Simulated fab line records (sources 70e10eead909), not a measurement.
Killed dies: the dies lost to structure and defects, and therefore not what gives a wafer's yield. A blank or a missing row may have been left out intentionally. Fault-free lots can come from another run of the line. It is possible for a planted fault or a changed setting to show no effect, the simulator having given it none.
Matching of chambers || flow nand harc || rie diel-04 running NHARC_A_BLC_STRIP_29: 4 sister chambers
The step strips in CF4. 14 wafers are shown with their chamber, then 7 later ones without.

## WAFERS WITH THEIR CHAMBER
{"wafer": "L629.1", "chamber": 1, "drypump motor current A (A)": 5.7, "oes product au (a.u.)": 0.996, "rf vpp V (V)": 59.7}
{"wafer": "L629.2", "chamber": 2, "drypump motor current A (A)": 5.9, "oes product au (a.u.)": 0.987, "rf vpp V (V)": 60.2}
{"wafer": "L629.4", "chamber": 3, "drypump motor current A (A)": 6.4, "oes product au (a.u.)": 1.015, "rf vpp V (V)": 58.6}
{"wafer": "L635.1", "chamber": 2, "drypump motor current A (A)": 6.0, "oes product au (a.u.)": 1.003, "rf vpp V (V)": 60.9}
{"wafer": "L635.2", "chamber": 3, "drypump motor current A (A)": 6.4, "oes product au (a.u.)": 1.012, "rf vpp V (V)": 59.3}
{"wafer": "L635.5", "chamber": 1, "drypump motor current A (A)": 5.7, "oes product au (a.u.)": 0.992, "rf vpp V (V)": 60.6}
{"wafer": "L639.2", "chamber": 2, "drypump motor current A (A)": 6.0, "oes product au (a.u.)": 0.993, "rf vpp V (V)": 59.6}
{"wafer": "L639.3", "chamber": 0, "drypump motor current A (A)": 5.6, "oes product au (a.u.)": 0.997, "rf vpp V (V)": 58.6}
{"wafer": "L639.6", "chamber": 1, "drypump motor current A (A)": 5.7, "oes product au (a.u.)": 1.001, "rf vpp V (V)": 59.7}
{"wafer": "L645.1", "chamber": 3, "drypump motor current A (A)": 6.4, "oes product au (a.u.)": 1.026, "rf vpp V (V)": 59.1}
{"wafer": "L645.2", "chamber": 1, "drypump motor current A (A)": 5.7, "oes product au (a.u.)": 0.996, "rf vpp V (V)": 59.0}
{"wafer": "L645.3", "chamber": 0, "drypump motor current A (A)": 5.6, "oes product au (a.u.)": 1.002, "rf vpp V (V)": 59.6}
{"wafer": "L650.3", "chamber": 2, "drypump motor current A (A)": 5.9, "oes product au (a.u.)": 0.998, "rf vpp V (V)": 59.8}
{"wafer": "L650.5", "chamber": 3, "drypump motor current A (A)": 6.4, "oes product au (a.u.)": 1.008, "rf vpp V (V)": 57.8}

SIGNATURES, as means of the wafers listed above
{"reading": "drypump motor current A", "chamber 0": 5.600, "chamber 1": 5.700, "chamber 2": 5.950, "chamber 3": 6.400, "scatter within a chamber": 0.0316}
{"reading": "oes product au", "chamber 0": 0.99950, "chamber 1": 0.99625, "chamber 2": 0.99525, "chamber 3": 1.01525, "scatter within a chamber": 0.00611}
{"reading": "rf vpp V", "chamber 0": 59.100, "chamber 1": 59.750, "chamber 2": 60.125, "chamber 3": 58.700, "scatter within a chamber": 0.642}
Rule: for a wafer and a chamber, the distance is found by dividing, reading by reading, the gap between the wafer's reading and the chamber's mean by the reading's scatter, squaring, summing and taking the root. The wafer belongs to the nearest chamber; if the next one is less than 2 further off, it can't be placed. The scatter: take each reading less its chamber's mean, square it, sum over the shown wafers, divide by the number of wafers less the number of chambers, and take the root.

## WAFERS WITH NO CHAMBER GIVEN
{"wafer": "L650.6", "drypump motor current A (A)": 5.6, "oes product au (a.u.)": 0.990, "rf vpp V (V)": 58.9}
{"wafer": "L651.1", "drypump motor current A (A)": 5.8, "oes product au (a.u.)": 1.010, "rf vpp V (V)": 59.7}
{"wafer": "L651.3", "drypump motor current A (A)": 5.6, "oes product au (a.u.)": 0.980, "rf vpp V (V)": 57.0}
{"wafer": "L651.5", "drypump motor current A (A)": 5.6, "oes product au (a.u.)": 0.967, "rf vpp V (V)": 59.0}
{"wafer": "L652.2", "drypump motor current A (A)": 5.6, "oes product au (a.u.)": 0.971, "rf vpp V (V)": 59.2}
{"wafer": "L652.3", "drypump motor current A (A)": 5.7, "oes product au (a.u.)": 1.004, "rf vpp V (V)": 59.6}
{"wafer": "L652.4", "drypump motor current A (A)": 6.0, "oes product au (a.u.)": 0.999, "rf vpp V (V)": 59.1}

## CHAMBER TAKEN BY EACH
{"wafer": "L650.6", "from the rows above": "can't be placed: 0 or 1", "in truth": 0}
{"wafer": "L651.1", "from the rows above": "can't be placed: 1 or 2", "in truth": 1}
{"wafer": "L651.3", "from the rows above": "can't be placed: 0 or 1", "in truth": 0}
{"wafer": "L651.5", "from the rows above": "can't be placed: 0 or 1", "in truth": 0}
{"wafer": "L652.2", "from the rows above": "can't be placed: 0 or 1", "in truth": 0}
{"wafer": "L652.3", "from the rows above": 1, "in truth": 1}
{"wafer": "L652.4", "from the rows above": 2, "in truth": 2}
Correctly placed: 2 of 7. These rows do not allow placing 5 (true chamber among the candidates in 5). 0 placed wrongly.
